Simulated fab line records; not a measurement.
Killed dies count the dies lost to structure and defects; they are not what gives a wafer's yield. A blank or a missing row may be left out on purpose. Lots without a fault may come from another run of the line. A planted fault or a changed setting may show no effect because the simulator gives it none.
Chamber matching    flow n5Finfet    N5_MOL_CONTACT_COAG_ETCHBACK_135 on rieDiel-04 has 4 sister chambers
The step etches SiO2 in CHF3, target depth 25 nm, time 16.7 s. 4 wafers are shown with their chamber, then 8 later ones without.

## WAFERS PAIRED WITH THEIR CHAMBERS
wafer   chamber  rfVppV (V)
L083.2  2        542
L090.4  1        547
L090.5  3        497
L091.1  0        529

## WAFERS WITH NO CHAMBER GIVEN
wafer   rfVppV (V)
L091.2  547
L091.4  498
L092.1  528
L092.4  547
L092.6  528
L095.2  528
L095.3  544
L095.5  529

## EACH ONE'S CHAMBER
wafer   from the rows above      in truth
L091.2  1                        1
L091.4  3                        3
L092.1  0                        0
L092.4  1                        1
L092.6  0                        0
L095.2  0                        0
L095.3  can't be placed: 2 or 1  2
L095.5  0                        0
Correctly placed: 7 of 8. Not placeable from these rows: 1 (in 1, the candidates include the true chamber). Placed wrongly: 0.
How it was worked out, from the rows above alone: a wafer's distance from a chamber is the root of the sum, over the readings, of the square of ((its reading less the chamber's mean) divided by the reading's scatter). The wafer belongs to the nearest chamber; if the next one is less than 2 further off, it can't be placed. For every chamber, the mean is computed from those of its wafers that are shown. The scatter: with one shown wafer a chamber, the root of the mean of the squares of how far each hidden wafer lies from its nearest shown one.
